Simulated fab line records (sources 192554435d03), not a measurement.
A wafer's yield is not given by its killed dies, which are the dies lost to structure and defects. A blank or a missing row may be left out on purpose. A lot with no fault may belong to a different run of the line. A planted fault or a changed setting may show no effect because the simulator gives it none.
Which tool did it?	flow n5-finfet	11 lots, 28 wafers sampled, at 5 steps of a route of 1938

== WHAT THE GAUGES READ, wafer by wafer ==
The record lacks any reading of a measuring or inspecting step that a usual standard deviation could be used to judge.

== WHAT TOOL EACH LOT RAN ON (gives the tool, then ch and the chambers of the sampled wafers, and finally the start) ==
lot	N5_BEOL_M6_ETCH_65	N5_MIM_TOP_SPUTTER_03	N5_MIM_TOP_ETCH_ETCH_00	N5_MIM_BOT_ETCH_ETCH_04	N5_PASSIVATION_PROBE_49
L496	rie-diel-04 ch 1,3, day 8 14:13	pvd-sputter-02, day 11 07:23	rie-metal-03 ch 0,1, day 11 10:26	rie-diel-05 ch 1,2, day 11 12:19	-
L497	rie-diel-05 ch 0,2, day 8 20:05	pvd-sputter-03, day 12 03:07	rie-metal-01 ch 0, day 12 03:43	rie-diel-04 ch 0,2, day 12 04:34	-
L498	rie-diel-04 ch 0,3, day 8 20:45	pvd-sputter-03, day 12 03:17	rie-metal-02 ch 0, day 12 04:01	rie-diel-06 ch 2,3, day 12 04:48	-
L500	rie-diel-05 ch 0,3, day 9 07:00	pvd-sputter-02, day 12 16:23	rie-metal-01 ch 0, day 12 17:04	rie-diel-05 ch 1,2,3, day 12 17:49	prober-01, day 13 01:53
L503	rie-diel-05 ch 0,1, day 10 07:01	pvd-sputter-01, day 13 13:37	rie-metal-01 ch 0,1, day 13 14:19	rie-diel-06 ch 0,3, day 13 15:13	-
L504	rie-diel-04 ch 0,3, day 10 19:38	pvd-sputter-01, day 14 01:33	rie-metal-03 ch 1, day 14 02:07	rie-diel-06 ch 2,3, day 14 03:04	prober-01, day 14 15:26
L505	rie-diel-04 ch 0,2,3, day 10 23:31	pvd-sputter-03, day 13 23:55	rie-metal-01 ch 0,1, day 14 00:36	rie-diel-06 ch 2,3, day 14 01:20	prober-02, day 14 13:44
L506	rie-diel-04 ch 0,3, day 11 02:47	pvd-sputter-03, day 14 02:47	rie-metal-02 ch 0,1, day 14 03:37	rie-diel-04 ch 2,3, day 14 04:25	prober-01, day 14 13:33
L511	rie-diel-04 ch 0,3, day 12 03:34	pvd-sputter-03, day 15 06:25	rie-metal-01 ch 0,1, day 15 06:59	rie-diel-05 ch 1,2, day 15 07:49	prober-02, day 15 16:39
L512	rie-diel-04 ch 1,2, day 12 11:55	pvd-sputter-02, day 15 22:47	rie-metal-03 ch 0,1, day 15 23:28	rie-diel-05 ch 2,3, day 16 00:24	prober-01, day 16 10:13
L519	rie-diel-05 ch 0,2, day 14 15:00	pvd-sputter-02, day 17 15:41	rie-metal-02 ch 1, day 17 16:15	rie-diel-05 ch 1,3, day 17 16:58	-
- N5_BEOL_M6_ETCH_65: etches SiARC in CF4, target depth 15.6 nm, time 26 s.
- N5_MIM_TOP_SPUTTER_03: material TiN, target thk 35 nm, time 89.7 s.
- N5_MIM_TOP_ETCH_ETCH_00: etches TiN in Cl2/BCl3, target depth 38.5 nm.
- N5_MIM_BOT_ETCH_ETCH_04: etches SiNx in CF4/O2, target depth 26 nm, time 13 s.
- N5_PASSIVATION_PROBE_49

== WHAT THE TOOLS THEMSELVES READ (means of the sampled wafers that have a number; where no wafer has one, the mark that the record gives instead) ==
N5_BEOL_M6_ETCH_65. Usual: drypump-motor-current-A 5.6 A, standard deviation 0.47; etch-rf-on-time-s 25.6 s, standard deviation 0.94; oes-product-au 0.72 a.u., standard deviation 0.081; rf-vpp-V 184.5 V, standard deviation 0.9; showerhead-plenum-p-Torr 2.18 Torr, standard deviation 0.06; throttle-valve-pct 15.52 %, standard deviation 0.2.
lot	tool	drypump-motor-current-A (A)	etch-rf-on-time-s (s)	oes-product-au (a.u.)	rf-vpp-V (V)	showerhead-plenum-p-Torr (Torr)	throttle-valve-pct (%)	flag
L496	rie-diel-04	5.2	25.7	0.67	184.5	2.17	15.76	
L497	rie-diel-05	6.2	25.4	0.68	185.2	2.24	15.58	
L498	rie-diel-04	5.7	25.4	0.81	183.8	2.09	15.28	
L500	rie-diel-05	5.9	25.4	0.68	184.9	2.24	15.50	
L503	rie-diel-05	5.7	25.1	0.74	184.0	2.21	15.52	
L504	rie-diel-04	5.7	25.1	0.77	184.7	2.09	15.32	
L505	rie-diel-04	5.4	26.1	0.79	183.7	2.12	15.37	
L506	rie-diel-04	5.7	25.3	0.76	182.7	2.09	15.32	
L511	rie-diel-04	5.7	25.3	0.75	183.9	2.08	15.33	
L512	rie-diel-04	5.0	25.8	0.82	184.5	2.19	15.58	
L519	rie-diel-05	6.2	25.2	0.65	184.6	2.23	15.69	

N5_MIM_TOP_SPUTTER_03. Usual: cathode-dc-power-W 3000.0 W, standard deviation 0.51; chamber-pressure-pa 0.4999 Pa, standard deviation 0.0011; throttle-valve-pct 29.9 %, standard deviation 0.71.
lot	tool	cathode-dc-power-W (W)	chamber-pressure-pa (Pa)	throttle-valve-pct (%)	flag
L496	pvd-sputter-02	2999.7	0.4993	29.6	
L497	pvd-sputter-03	3000.4	0.4990	29.7	
L498	pvd-sputter-03	2999.8	0.4995	29.8	
L500	pvd-sputter-02	2999.9	0.4998	29.4	
L503	pvd-sputter-01	2999.8	0.4993	29.4	
L504	pvd-sputter-01	3000.2	0.5004	29.7	
L505	pvd-sputter-03	3000.8	0.4999	30.3	
L506	pvd-sputter-03	2999.6	0.4989	29.9	
L511	pvd-sputter-03	2999.8	0.4999	29.9	
L512	pvd-sputter-02	3000.3	0.5006	29.3	
L519	pvd-sputter-02	2999.6	0.4993	29.5	

N5_MIM_TOP_ETCH_ETCH_00. Usual: drypump-motor-current-A 5.8 A, standard deviation 0.6; oes_ar_750_au 0.79 a.u., standard deviation 0.083; oes-product-au 0.79 a.u., standard deviation 0.078; throttle-valve-pct 22.52 %, standard deviation 0.26.
lot	tool	drypump-motor-current-A (A)	oes_ar_750_au (a.u.)	oes-product-au (a.u.)	throttle-valve-pct (%)	flag
L496	rie-metal-03	5.2	0.76	0.77	22.77	
L497	rie-metal-01	5.2	0.78	0.79	22.91	
L498	rie-metal-02	6.6	0.95	0.94	22.27	
L500	rie-metal-01	5.1	0.77	0.80	22.92	
L503	rie-metal-01	5.7	0.74	0.75	22.63	
L504	rie-metal-03	4.9	0.79	0.81	22.85	
L505	rie-metal-01	5.5	0.75	0.77	22.73	
L506	rie-metal-02	6.0	0.86	0.85	22.30	
L511	rie-metal-01	5.9	0.73	0.73	22.56	
L512	rie-metal-03	5.5	0.67	0.70	22.72	
L519	rie-metal-02	5.5	0.81	0.80	22.30	

N5_MIM_BOT_ETCH_ETCH_04. Usual: O2_flow_sccm 10.001 sccm, standard deviation 0.03; drypump-motor-current-A 5.6 A, standard deviation 0.46; oes_ar_750_au 0.83 a.u., standard deviation 0.08; oes-product-au 0.83 a.u., standard deviation 0.084; rf-vpp-V 241 V, standard deviation 11; showerhead-plenum-p-Torr 2.24 Torr, standard deviation 0.055; throttle-valve-pct 15.90 %, standard deviation 0.17.
lot	tool	O2_flow_sccm (sccm)	drypump-motor-current-A (A)	oes_ar_750_au (a.u.)	oes-product-au (a.u.)	rf-vpp-V (V)	showerhead-plenum-p-Torr (Torr)	throttle-valve-pct (%)	flag
L496	rie-diel-05	10.018	5.6	0.90	0.90	239	2.28	15.89	
L497	rie-diel-04	10.026	5.3	0.90	0.90	241	2.20	15.79	
L498	rie-diel-06	10.027	5.9	0.73	0.72	246	2.23	15.98	
L500	rie-diel-05	10.001	5.7	0.87	0.86	232	2.30	15.89	
L503	rie-diel-06	10.006	5.8	0.71	0.71	256	2.20	16.13	
L504	rie-diel-06	9.999	5.9	0.72	0.72	246	2.22	16.01	
L505	rie-diel-06	10.023	5.9	0.73	0.73	244	2.24	15.91	
L506	rie-diel-04	9.968	5.1	0.86	0.86	244	2.20	15.87	
L511	rie-diel-05	9.998	5.6	0.85	0.85	239	2.27	15.96	
L512	rie-diel-05	10.013	6.1	0.79	0.78	224	2.31	16.01	
L519	rie-diel-05	9.989	5.3	0.83	0.84	239	2.26	15.93	

N5_PASSIVATION_PROBE_49. Usual: defect-limited-yield 91.8 %, standard deviation 1.5; killed_at_M0_to_M3 33, standard deviation 11; killed_at_M4_up 13, standard deviation 5; killed-at-contacts 11, standard deviation 5.6; killed-at-front-end 36, standard deviation 12; killed-at-other 3.4, standard deviation 2.5; killed-dies 97, standard deviation 18; killed-open 64, standard deviation 13; killed-short 31, standard deviation 6.9; sort_bin_4_leakage 0.01 %, standard deviation 0.048; sort_bin_5_function 4.8 %, standard deviation 1; sort_bin_6_memory 3.1 %, standard deviation 0.64; sort_bin_8_speed 0.00 %, standard deviation 0.014; sort-n-pass 1083, standard deviation 18; sort-yield-pct 91.8 %, standard deviation 1.5.
lot	tool	defect-limited-yield (%)	killed_at_M0_to_M3	killed_at_M4_up	killed-at-contacts	killed-at-front-end	killed-at-other	killed-dies	killed-open	killed-short	sort_bin_4_leakage (%)	sort_bin_5_function (%)	sort_bin_6_memory (%)	sort_bin_8_speed (%)	sort-n-pass	sort-yield-pct (%)	flag
L500	prober-01	92.3	29	6	12	41	2.3	91	60	30	0.00	4.4	3.1	0.00	1089	92.3	
L504	prober-01	93.0	22	10	14	34	3.5	82	54	27	0.09	3.6	3.2	0.00	1097	93.0	
L505	prober-02	92.5	32	16	13	27	1.7	89	58	31	0.00	4.8	2.6	0.00	1091	92.5	
L506	prober-01	92.7	22	22	10	32	1.0	87	58	28	0.00	4.2	3.1	0.00	1093	92.7	
L511	prober-02	81.4	44	102	11	61	2.3	219	82	45	0.00	11.9	5.0	0.00	961	81.4	OFF
L512	prober-01	85.5	32	78	17	39	5.0	171	71	36	0.00	8.3	4.7	0.00	1009	85.5	OFF

== THE ANSWER, worked out from the rows above alone ==
Rule: lot off if the mean of its wafers having a number is beyond 3 standard deviations from the usual mean. Also off: a lot with no number at a reading for which 4 or more lots have one. Any other lot the step has rows for is counted as sound. Order of review: gauges by route order, followed by the tools' own readings, for which a lot's mean as printed above is used. The first step at which some lot is off is used, and at that step the reading that is off furthest; a lot without a number counts as furthest.
Off, at N5_PASSIVATION_PROBE_49 on killed_at_M4_up: L511, L512. Neither off nor sound, because the step has no rows for them: L496, L497, L498, L503, L519.
If a tool, at that step or one of the process steps before it, ran each lot that is off and ran no sound lot following the first of them, it fits. Undecided on this evidence; 2 tools fit (rie-diel-04 at N5_BEOL_M6_ETCH_65, rie-diel-05 at N5_MIM_BOT_ETCH_ETCH_04).

== WHAT THE SIMULATOR HAD PUT IN ==
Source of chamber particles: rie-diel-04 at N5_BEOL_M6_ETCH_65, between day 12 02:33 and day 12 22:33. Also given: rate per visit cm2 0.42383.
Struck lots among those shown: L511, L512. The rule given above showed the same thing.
